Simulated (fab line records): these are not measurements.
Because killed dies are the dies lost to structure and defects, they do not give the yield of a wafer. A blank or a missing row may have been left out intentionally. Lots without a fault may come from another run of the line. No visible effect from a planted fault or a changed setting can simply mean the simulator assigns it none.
fab line records	flow nand_harc
record lots=24	wafers=72	last_day=33
route steps=1302 shown A_M1@1201 A_BONDPAD@1203 HYBRID_BOND@1243
lots untouched by any fault: they come from a run of this same line in which no faults occurred
start_h: start of the lot's first displayed wafer, in hours after the record's first day	wait_h: hours since the lot's step before	" identical to the entry in the row above	L1.1+2: several wafers, shown together as one row	- no value, or no start given	* or withheld: withheld	< > ~ a bound
route shown NAME@n: a module of which the file shows steps, and the number in the route of the first	usual: mean and standard deviation over wafers with no fault	same: alike in all rows	chamber/n: place in a boat	sites: readings site by site	_std_site: standard deviation across them	_edge_site: the outer-site mean with the inner-site mean subtracted	radius_mm: how far each site lies from the wafer's centre	mask NAME#n: copy n	behind: the last tool/chamber to shape the wafer	hold: reason for holding the lot/hours on hold/outcome of the hold	device: whichever transistor did not switch (one of n, p or np)	end of line: the same wafers' tests at the end of the route	a step with no rows: only its recipe	killed: count of dies lost to structure and defects at first sort (not the wafer's yield)	map: a wafer's dies, x killed, . not, _ none there
set.NAME: the setting as run; set.NAME@STEP: as run at that earlier step	model.NAME: the simulator's own value behind a step, which no gauge read
route steps across a sampled set of lots; one table per step, one row per wafer
services: when a tool's chamber went out of use (start_h, in hours from the record's first day, below 0 if earlier), for how many hours, and the reason
## steps
# step NHARC_A_M1_DEP_33
# recipe target_thk_a=300	temp_c=370	target_thk_nm=30	pressure_torr=3	flow_sccm=200	rf_w=450	material=SiCN
# usual heater_power_w=602/110	rf_fwd_power_W=449.2/1.4
lot.wafer	tool	chamber	start_h	wait_h	heater_power_w	rf_fwd_power_W
L074.3	pecvd-01	1	528.66	0.1	659	447.6
L074.1	"	2	"	"	696	449.7
L074.6	"	2	"	"	703	449.5
L075.2	pecvd-01	0	544.83	0.1	466	447.6
L075.3	"	2	"	"	685	448.9
L075.4	"	2	"	"	692	448.1
L078.3	pecvd-02	2	547.11	0.1	624	447.6
L078.2	"	1	"	"	386	450.8
L078.5	"	1	"	"	379	449.3
L077.1	pecvd-02	1	551.16	0.1	454	449.2
L077.4	"	1	"	"	431	450.3
L077.5	"	2	"	"	724	450.8
L079.3	pecvd-03	0	566.10	0.1	447	448.3
L079.2	"	1	"	"	659	448.2
L079.5	"	2	"	"	560	449.8
L076.1	pecvd-03	0	572.17	0.1	466	449.8
L076.2	"	1	"	"	705	450.1
L076.3	"	2	"	"	581	448.1
L080.1	pecvd-01	2	579.44	0.1	723	450.9
L080.2	"	0	"	"	543	449.6
L080.5	"	0	"	"	529	448.9
L082.1	pecvd-02	0	602.81	0.1	756	450.9
L082.4	"	1	"	"	469	452.6
L082.6	"	0	"	"	749	448.9
L081.1	pecvd-01	2	604.31	0.1	751	449.7
L081.2	"	0	"	"	526	447.6
L081.5	"	1	"	"	654	450.9
L083.2	pecvd-01	1	625.93	0.1	752	448.8
L083.3	"	2	"	"	700	449.3
L083.6	"	2	"	"	708	448.5
L084.1	pecvd-02	1	636.73	0.1	425	449.2
L084.4	"	0	"	"	674	447.6
L084.5	"	1	"	"	428	447.7
L085.2	pecvd-02	0	638.81	0.1	706	448.4
L085.6	"	0	"	"	732	450.1
L085.5	"	1	"	"	463	449.0
L086.2	pecvd-03	2	654.19	0.1	559	450.1
L086.4	"	0	"	"	494	449.1
L086.5	"	2	"	"	559	450.5
L087.2	pecvd-03	1	657.14	0.1	674	450.2
L087.3	"	2	"	"	487	450.0
L087.4	"	0	"	"	432	446.8
L089.1	pecvd-03	2	676.23	0.1	587	447.7
L089.3	"	0	"	"	412	448.9
L089.4	"	0	"	"	420	448.2
L088.3	pecvd-02	2	678.47	0.1	619	448.0
L088.4	"	0	"	"	694	446.6
L088.6	"	2	"	"	601	447.3
L091.1	pecvd-03	2	710.78	0.1	583	447.6
L091.3	"	0	"	"	430	446.2
L091.4	"	1	"	"	677	447.3
L090.5	pecvd-02	2	711.37	0.2	594	448.9
L090.6	"	0	"	"	703	451.0
L090.4	"	1	"	"	456	448.7
L092.2	pecvd-02	1	718.43	0.1	488	446.8
L092.6	"	0	"	"	779	449.5
L092.4	"	2	"	"	570	449.0
L095.1	pecvd-03	2	725.49	0.1	562	450.3
L095.5	"	0	"	"	441	447.5
L095.4	"	2	"	"	562	448.0
L094.2	pecvd-01	0	727.07	0.1	486	449.5
L094.5	"	1	"	"	648	450.1
L094.6	"	2	"	"	747	452.4
L096.1	pecvd-01	1	740.16	0.1	676	451.1
L096.6	"	1	"	"	688	448.8
L096.5	"	2	"	"	634	448.1
L093.1	pecvd-01	1	742.26	0.1	710	450.4
L093.5	"	1	"	"	709	451.3
L093.6	"	0	"	"	603	449.0
L097.2	pecvd-01	1	755.26	0.1	600	451.5
L097.1	"	2	"	"	638	449.9
L097.6	"	0	"	"	543	449.4
# step NHARC_A_BONDPAD_CMP_29
# recipe target_thk_nm=200	material=SiCN
# usual motor_current_A=11.4/0.89
lot.wafer	tool	chamber	start_h	wait_h	motor_current_A
L074.3	cmp-03	2	529.60	-	11.3
L074.1	"	0	"	"	10.2
L074.6	"	1	"	"	11.6
L075.3	cmp-02	1	545.80	-	12.8
L075.4	"	3	"	"	12.6
L075.2	"	0	"	"	11.5
L078.2	cmp-02	2	548.07	-	11.0
L078.3	"	0	"	"	10.4
L078.5	"	2	"	"	11.0
L077.1	cmp-03	2	552.12	-	10.9
L077.4	"	1	"	"	11.9
L077.5	"	3	"	"	12.0
L079.2	cmp-03	1	567.04	-	12.1
L079.3	"	2	"	"	10.6
L079.5	"	0	"	"	10.6
L076.3	cmp-02	0	573.13	-	11.2
L076.2	"	1	"	"	12.6
L076.1	"	2	"	"	11.3
L080.2	cmp-03	2	580.43	-	11.8
L080.1	"	0	"	"	9.9
L080.5	"	2	"	"	11.6
L082.4	cmp-02	0	603.71	-	11.3
L082.1	"	2	"	"	11.3
L082.6	"	3	"	"	12.6
L081.1	cmp-03	0	605.25	-	10.1
L081.2	"	1	"	"	12.0
L081.5	"	1	"	"	11.9
L083.2	cmp-04	2	626.86	-	9.9
L083.3	"	1	"	"	11.4
L083.6	"	2	"	"	10.2
L084.4	cmp-03	1	637.67	-	12.4
L084.1	"	3	"	"	11.8
L084.5	"	1	"	"	12.0
L085.2	cmp-02	3	639.81	-	12.4
L085.6	"	2	"	"	11.4
L085.5	"	3	"	"	12.9
L086.2	cmp-02	0	655.06	-	11.9
L086.4	"	3	"	"	13.3
L086.5	"	0	"	"	11.3
L087.2	cmp-03	0	658.05	-	9.9
L087.4	"	1	"	"	12.2
L087.3	"	2	"	"	11.3
L089.3	cmp-03	3	677.21	-	11.6
L089.1	"	0	"	"	9.8
L089.4	"	1	"	"	12.1
L088.4	cmp-02	0	679.34	-	11.2
L088.3	"	3	"	"	12.8
L088.6	"	1	"	"	12.2
L091.3	cmp-04	2	711.74	-	10.6
L091.4	"	3	"	"	12.8
L091.1	"	0	"	"	11.1
L090.4	cmp-03	0	712.25	-	9.7
L090.6	"	2	"	"	11.1
L090.5	"	3	"	"	11.8
L092.4	cmp-04	1	719.34	-	11.0
L092.2	"	0	"	"	11.0
L092.6	"	1	"	"	11.2
L095.4	cmp-04	1	726.37	-	11.3
L095.1	"	0	"	"	10.5
L095.5	"	1	"	"	11.2
L094.2	cmp-03	0	728.08	-	9.8
L094.5	"	2	"	"	11.5
L094.6	"	3	"	"	11.8
L096.1	cmp-04	0	741.11	-	11.1
L096.5	"	0	"	"	11.2
L096.6	"	1	"	"	10.7
L093.1	cmp-04	1	743.22	-	11.5
L093.6	"	1	"	"	10.6
L093.5	"	2	"	"	11.1
L097.1	cmp-03	2	756.24	-	10.7
L097.2	"	0	"	"	9.8
L097.6	"	2	"	"	11.1
# step NHARC_A_BONDPAD_THK_MEAS_30
# recipe thk_meas_gauge=ellipsometry
# usual thk_nm=199.9/1.5
lot.wafer	tool	chamber	start_h	wait_h	thk_nm
L074.1	film_metro-01	-	529.82	0.2	199.8
L074.3	"	-	"	"	201.7
L074.6	"	-	"	"	201.3
L075.2	film_metro-02	-	546.05	0.2	199.4
L075.3	"	-	"	"	199.8
L075.4	"	-	"	"	198.9
L078.2	film_metro-02	-	548.32	0.2	198.6
L078.3	"	-	"	"	200.0
L078.5	"	-	"	"	200.3
L077.1	film_metro-01	-	552.37	0.2	200.4
L077.4	"	-	"	"	202.1
L077.5	"	-	"	"	199.6
L079.2	film_metro-01	-	567.27	0.2	199.9
L079.3	"	-	"	"	202.5
L079.5	"	-	"	"	201.6
L076.1	film_metro-02	-	573.38	0.2	199.6
L076.2	"	-	"	"	199.1
L076.3	"	-	"	"	197.5
L080.1	film_metro-02	-	580.65	0.1	200.6
L080.2	"	-	"	"	198.7
L080.5	"	-	"	"	202.5
L082.1	film_metro-01	-	603.94	0.1	199.1
L082.4	"	-	"	"	199.1
L082.6	"	-	"	"	201.1
L081.1	film_metro-02	-	605.50	0.2	197.7
L081.2	"	-	"	"	199.1
L081.5	"	-	"	"	198.6
L083.2	film_metro-01	-	627.11	0.2	200.6
L083.3	"	-	"	"	202.5
L083.6	"	-	"	"	202.9
L084.1	film_metro-02	-	637.90	0.2	199.2
L084.4	"	-	"	"	200.9
L084.5	"	-	"	"	202.1
L085.2	film_metro-02	-	640.04	0.2	199.9
L085.5	"	-	"	"	199.7
L085.6	"	-	"	"	199.9
L086.2	film_metro-02	-	655.31	0.2	197.5
L086.4	"	-	"	"	200.9
L086.5	"	-	"	"	200.0
L087.2	film_metro-02	-	658.30	0.2	200.6
L087.3	"	-	"	"	200.4
L087.4	"	-	"	"	198.8
L089.1	film_metro-02	-	677.44	0.2	196.9
L089.3	"	-	"	"	197.2
L089.4	"	-	"	"	196.9
L088.3	film_metro-01	-	679.59	0.2	200.5
L088.4	"	-	"	"	200.5
L088.6	"	-	"	"	202.6
L091.1	film_metro-01	-	711.99	0.2	199.7
L091.3	"	-	"	"	201.5
L091.4	"	-	"	"	201.9
L090.4	film_metro-02	-	712.46	0.2	197.8
L090.5	"	-	"	"	198.1
L090.6	"	-	"	"	197.4
L092.2	film_metro-02	-	719.59	0.2	199.5
L092.4	"	-	"	"	199.4
L092.6	"	-	"	"	198.1
L095.1	film_metro-01	-	726.62	0.1	198.0
L095.4	"	-	"	"	199.7
L095.5	"	-	"	"	199.9
L094.2	film_metro-01	-	728.28	0.2	199.8
L094.5	"	-	"	"	200.0
L094.6	"	-	"	"	201.0
L096.1	film_metro-02	-	741.36	0.2	201.2
L096.5	"	-	"	"	200.6
L096.6	"	-	"	"	199.6
L093.1	film_metro-02	-	743.47	0.2	200.3
L093.5	"	-	"	"	199.7
L093.6	"	-	"	"	199.2
L097.1	film_metro-02	-	756.47	0.2	203.7
L097.2	"	-	"	"	199.8
L097.6	"	-	"	"	200.5
# step NHARC_A_BONDPAD_DESCUM_11
# recipe time_s=3	o2_flow_sccm=200	ar_flow_sccm=0	bias_power_w=0	chemistry=O2
# usual drypump_motor_current_A=5.7/0.39	oes_product_au=1.001/0.008	rf_vpp_V=57.6/0.79	showerhead_plenum_p_Torr=1.88/0.069	throttle_valve_pct=11.311/0.0099
# same time_s=3
lot.wafer	tool	chamber	start_h	wait_h	drypump_motor_current_A	oes_product_au	rf_hours_counter_h	rf_vpp_V	showerhead_plenum_p_Torr	throttle_valve_pct
L074.3	rie_diel-10	3	530.62	-	5.4	1.011	3	57.3	1.80	11.315
L074.1	"	1	"	"	5.6	1.012	2	56.3	1.89	11.312
L074.6	"	0	"	"	5.9	0.995	-	56.9	1.83	11.328
L075.4	rie_diel-10	1	546.70	-	5.6	1.010	2	57.9	1.89	11.320
L075.3	"	2	"	"	5.7	1.010	3	57.9	1.91	11.308
L075.2	"	0	"	"	6.0	1.003	3	57.7	1.83	11.331
L078.3	rie_diel-13	1	549.10	-	5.2	1.003	10	57.1	1.88	11.320
L078.2	"	2	"	"	5.8	1.005	10	57.1	1.81	11.304
L078.5	"	2	"	"	5.7	1.003	-	58.6	1.81	11.320
L077.1	rie_diel-10	2	553.03	-	5.7	1.009	3	56.9	1.91	11.303
L077.4	"	0	"	"	6.0	0.997	3	57.6	1.83	11.307
L077.5	"	1	"	"	5.6	1.009	-	57.3	1.89	11.306
L079.2	rie_diel-04	1	568.05	-	5.1	0.991	3	56.1	1.89	11.320
L079.3	"	0	"	"	6.8	1.007	6	58.7	2.07	11.314
L079.5	"	1	"	"	5.1	1.004	-	57.0	1.89	11.310
L076.2	rie_diel-04	2	574.16	-	5.7	1.016	3	57.0	1.99	11.319
L076.1	"	3	"	"	6.2	1.016	6	57.3	1.93	11.298
L076.3	"	0	"	"	6.8	1.010	6	57.4	2.07	11.303
L080.2	rie_diel-10	0	581.43	-	5.9	1.003	4	58.2	1.83	11.290
L080.1	"	2	"	"	5.7	1.012	4	58.7	1.91	11.317
L080.5	"	0	"	"	6.0	0.990	-	56.6	1.83	11.307
L082.1	rie_diel-04	3	604.59	-	6.3	1.003	11	58.2	1.93	11.310
L082.4	"	0	"	"	6.8	1.006	9	59.1	2.07	11.279
L082.6	"	3	"	"	6.2	1.009	-	58.0	1.93	11.299
L081.2	rie_diel-10	3	606.15	-	5.4	1.000	0	56.4	1.80	11.317
L081.1	"	2	"	"	5.7	0.999	0	57.6	1.91	11.323
L081.5	"	0	"	"	5.9	0.983	-	57.4	1.83	11.308
L083.3	rie_diel-10	0	627.88	-	5.9	0.984	1	57.0	1.83	11.305
L083.2	"	1	"	"	5.6	1.007	1	58.6	1.89	11.333
L083.6	"	1	"	"	5.6	1.014	-	58.4	1.89	11.308
L084.4	rie_diel-10	0	638.68	-	6.0	1.000	1	56.9	1.83	11.314
L084.1	"	1	"	"	5.6	1.001	1	57.9	1.89	11.304
L084.5	"	1	"	"	5.6	1.004	-	58.3	1.89	11.300
L085.2	rie_diel-10	2	640.70	-	5.7	1.000	1	58.4	1.91	11.322
L085.6	"	2	"	"	5.7	0.999	-	59.0	1.91	11.305
L085.5	"	3	"	"	5.4	0.993	-	58.4	1.80	11.304
L086.4	rie_diel-10	2	656.10	-	5.7	1.008	2	59.6	1.91	11.291
L086.2	"	0	"	"	5.9	0.982	2	58.4	1.83	11.316
L086.5	"	3	"	"	5.4	1.003	-	57.4	1.80	11.297
L087.3	rie_diel-10	2	659.09	-	5.7	0.995	2	57.2	1.91	11.313
L087.4	"	3	"	"	5.4	1.007	2	56.3	1.80	11.301
L087.2	"	0	"	"	5.9	0.987	2	56.9	1.83	11.296
L089.4	rie_diel-04	0	678.22	-	6.8	1.009	21	58.9	2.07	11.331
L089.3	"	1	"	"	5.1	1.000	18	57.9	1.88	11.311
L089.1	"	2	"	"	5.7	1.010	21	58.4	1.99	11.310
L088.3	rie_diel-10	3	680.37	-	5.4	0.985	3	58.4	1.80	11.295
L088.4	"	0	"	"	5.9	0.991	2	57.5	1.83	11.309
L088.6	"	0	"	"	5.9	0.991	-	56.2	1.83	11.322
L091.4	rie_diel-10	1	712.64	-	5.6	0.998	3	57.6	1.89	11.304
L091.1	"	2	"	"	5.7	0.995	4	58.0	1.91	11.325
L091.3	"	0	"	"	6.0	0.988	4	56.7	1.83	11.323
L090.4	rie_diel-13	0	713.24	-	6.4	0.994	2	56.3	1.78	11.320
L090.5	"	3	"	"	5.0	1.005	-	56.6	1.95	11.308
L090.6	"	0	"	"	6.4	0.994	-	57.3	1.78	11.314
L092.2	rie_diel-13	3	720.40	-	5.0	0.989	3	56.5	1.95	11.303
L092.4	"	0	"	"	6.4	0.994	3	56.4	1.78	11.307
L092.6	"	2	"	"	5.8	1.002	-	56.7	1.79	11.334
L095.1	rie_diel-10	2	727.28	-	5.7	1.013	4	58.3	1.91	11.308
L095.4	"	0	"	"	5.9	0.995	4	57.5	1.83	11.315
L095.5	"	1	"	"	5.6	1.001	-	56.8	1.89	11.297
L094.2	rie_diel-10	2	728.97	-	5.7	1.009	4	56.5	1.91	11.322
L094.5	"	3	"	"	5.4	0.989	-	56.2	1.80	11.312
L094.6	"	0	"	"	5.9	0.994	-	56.9	1.83	11.318
L096.1	rie_diel-10	2	742.14	-	5.7	1.004	4	58.1	1.91	11.312
L096.5	"	3	"	"	5.4	1.002	-	57.8	1.80	11.308
L096.6	"	0	"	"	5.9	0.990	-	56.6	1.83	11.312
L093.1	rie_diel-04	3	744.13	-	6.2	1.023	3	57.4	1.92	11.315
L093.6	"	2	"	"	5.7	0.988	-	58.7	1.98	11.295
L093.5	"	3	"	"	6.2	1.009	-	57.7	1.92	11.332
L097.1	rie_diel-10	2	757.26	-	5.7	0.998	5	58.4	1.91	11.320
L097.2	"	3	"	"	5.4	0.996	5	57.2	1.80	11.324
L097.6	"	2	"	"	5.7	1.005	-	58.7	1.91	11.317
# step NHARC_A_BONDPAD_CD_MEAS_13
# usual cd_nm=499.3/1.5
lot.wafer	tool	chamber	start_h	wait_h	cd_nm
L074.1	cd_sem-03	-	530.94	-	499.2
L074.3	"	-	"	"	498.1
L074.6	"	-	"	"	497.9
L075.2	cd_sem-01	-	547.02	-	500.6
L075.3	"	-	"	"	500.6
L075.4	"	-	"	"	501.2
L078.2	cd_sem-03	-	549.42	-	495.6
L078.3	"	-	"	"	499.2
L078.5	"	-	"	"	497.5
L077.1	cd_sem-01	-	553.33	-	498.1
L077.4	"	-	"	"	499.5
L077.5	"	-	"	"	499.2
L079.2	cd_sem-02	-	568.37	-	502.0
L079.3	"	-	"	"	501.2
L079.5	"	-	"	"	501.2
L076.1	cd_sem-03	-	574.48	-	499.0
L076.2	"	-	"	"	499.3
L076.3	"	-	"	"	501.0
L080.1	cd_sem-02	-	581.74	-	498.3
L080.2	"	-	"	"	497.0
L080.5	"	-	"	"	496.3
L082.1	cd_sem-01	-	605.04	-	496.5
L082.4	"	-	"	"	498.0
L082.6	"	-	"	"	500.1
L081.1	cd_sem-02	-	606.47	-	499.4
L081.2	"	-	"	"	500.1
L081.5	"	-	"	"	500.1
L083.2	cd_sem-02	-	628.20	-	499.9
L083.3	"	-	"	"	498.9
L083.6	"	-	"	"	499.1
L084.1	cd_sem-02	-	638.99	-	500.6
L084.4	"	-	"	"	501.5
L084.5	"	-	"	"	502.5
L085.2	cd_sem-01	-	641.01	-	497.8
L085.5	"	-	"	"	501.1
L085.6	"	-	"	"	499.9
L086.2	cd_sem-01	-	656.42	-	499.1
L086.4	"	-	"	"	499.3
L086.5	"	-	"	"	499.5
L087.2	cd_sem-02	-	659.40	-	500.7
L087.3	"	-	"	"	497.3
L087.4	"	-	"	"	500.1
L089.1	cd_sem-02	-	678.53	-	498.2
L089.3	"	-	"	"	498.1
L089.4	"	-	"	"	498.4
L088.3	cd_sem-02	-	680.69	-	498.2
L088.4	"	-	"	"	498.0
L088.6	"	-	"	"	496.8
L091.1	cd_sem-03	-	712.96	-	500.5
L091.3	"	-	"	"	498.1
L091.4	"	-	"	"	499.2
L090.4	cd_sem-02	-	713.56	-	498.8
L090.5	"	-	"	"	498.3
L090.6	"	-	"	"	498.2
L092.2	cd_sem-02	-	720.70	-	500.9
L092.4	"	-	"	"	500.2
L092.6	"	-	"	"	501.2
L095.1	cd_sem-02	-	727.58	-	499.2
L095.4	"	-	"	"	500.4
L095.5	"	-	"	"	500.3
L094.2	cd_sem-01	-	729.26	-	498.4
L094.5	"	-	"	"	498.9
L094.6	"	-	"	"	497.3
L096.1	cd_sem-03	-	742.50	-	499.5
L096.5	"	-	"	"	500.8
L096.6	"	-	"	"	497.1
L093.1	cd_sem-01	-	744.43	-	498.5
L093.5	"	-	"	"	498.4
L093.6	"	-	"	"	499.0
L097.1	cd_sem-02	-	757.57	-	500.5
L097.2	"	-	"	"	500.3
L097.6	"	-	"	"	497.3
# step NHARC_HYBRID_BOND_INSPECT_06
# recipe inspect_instrument=ir_void
# usual raw_defect_count=84/30
lot.wafer	tool	chamber	start_h	wait_h	raw_defect_count
L074.1	defect_inspect-02	-	542.72	0.0	93
L074.3	"	-	"	"	91
L074.6	"	-	"	"	85
L075.2	defect_inspect-02	-	576.98	0.1	101
L075.3	"	-	"	"	111
L075.4	"	-	"	"	107
L078.2	defect_inspect-01	-	576.98	0.1	96
L078.3	"	-	"	"	92
L078.5	"	-	"	"	83
L077.1	defect_inspect-02	-	577.00	0.1	79
L077.4	"	-	"	"	71
L077.5	"	-	"	"	79
L079.2	defect_inspect-01	-	577.01	0.1	163
L079.3	"	-	"	"	148
L079.5	"	-	"	"	150
L076.1	defect_inspect-01	-	586.23	0.0	76
L076.2	"	-	"	"	74
L076.3	"	-	"	"	75
L080.1	defect_inspect-01	-	593.54	0.0	21
L080.2	"	-	"	"	22
L080.5	"	-	"	"	25
L081.1	defect_inspect-01	-	616.85	0.0	114
L081.2	"	-	"	"	124
L081.5	"	-	"	"	115
L082.1	defect_inspect-01	-	616.87	0.1	80
L082.4	"	-	"	"	72
L082.6	"	-	"	"	73
L083.2	defect_inspect-02	-	639.95	0.1	39
L083.3	"	-	"	"	32
L083.6	"	-	"	"	31
L084.1	defect_inspect-02	-	650.84	0.0	79
L084.4	"	-	"	"	64
L084.5	"	-	"	"	68
L085.2	defect_inspect-01	-	650.85	0.1	82
L085.5	"	-	"	"	87
L085.6	"	-	"	"	97
L086.2	defect_inspect-02	-	670.15	0.1	107
L086.4	"	-	"	"	138
L086.5	"	-	"	"	153
L087.2	defect_inspect-01	-	670.15	0.1	56
L087.3	"	-	"	"	59
L087.4	"	-	"	"	59
L089.1	defect_inspect-01	-	690.77	0.0	134
L089.3	"	-	"	"	102
L089.4	"	-	"	"	98
L088.3	defect_inspect-02	-	690.77	0.1	71
L088.4	"	-	"	"	74
L088.6	"	-	"	"	79
L091.1	defect_inspect-02	-	725.31	0.0	81
L091.3	"	-	"	"	76
L091.4	"	-	"	"	66
L090.4	defect_inspect-02	-	725.35	0.1	61
L090.5	"	-	"	"	64
L090.6	"	-	"	"	52
L092.2	defect_inspect-02	-	734.33	0.1	114
L092.4	"	-	"	"	110
L092.6	"	-	"	"	104
L095.1	defect_inspect-02	-	739.34	0.0	65
L095.4	"	-	"	"	71
L095.5	"	-	"	"	66
L094.2	defect_inspect-01	-	739.34	0.1	112
L094.5	"	-	"	"	115
L094.6	"	-	"	"	111
L096.1	defect_inspect-01	-	754.97	0.0	84
L096.5	"	-	"	"	98
L096.6	"	-	"	"	90
L093.1	defect_inspect-01	-	755.00	0.1	58
L093.5	"	-	"	"	69
L093.6	"	-	"	"	57
L097.1	defect_inspect-02	-	769.37	0.0	66
L097.2	"	-	"	"	76
L097.6	"	-	"	"	66
## services
tool	chamber	start_h	hours	kind
cmp-02	-	510.12	2.3	repair
pecvd-01	-	520.98	1.6	repair
cmp-02	-	526.51	4.0	pm
pecvd-03	-	547.06	13.0	pm
cmp-03	-	554.08	4.0	pm
pecvd-02	1	572.01	5.2	repair
pecvd-01	-	572.27	0.9	repair
cmp-02	-	581.55	3.5	repair
pecvd-02	-	589.35	13.0	pm
pecvd-03	0	592.26	2.5	repair
rie_diel-10	-	596.69	9.0	pm
cmp-02	-	624.51	4.0	pm
cmp-02	-	636.79	2.4	repair
cmp-03	-	652.08	4.0	pm
cmp-03	-	658.86	0.5	repair
cmp-02	-	661.99	4.9	repair
rie_diel-10	1	668.32	2.8	repair
pecvd-01	-	673.61	13.0	pm
cmp-03	-	700.65	2.5	repair
pecvd-03	-	702.09	2.8	repair
cmp-03	-	709.19	0.3	repair
cmp-02	-	717.43	0.6	repair
rie_diel-10	1	742.06	1.3	repair
cmp-03	-	750.08	4.0	pm
## key
fault none
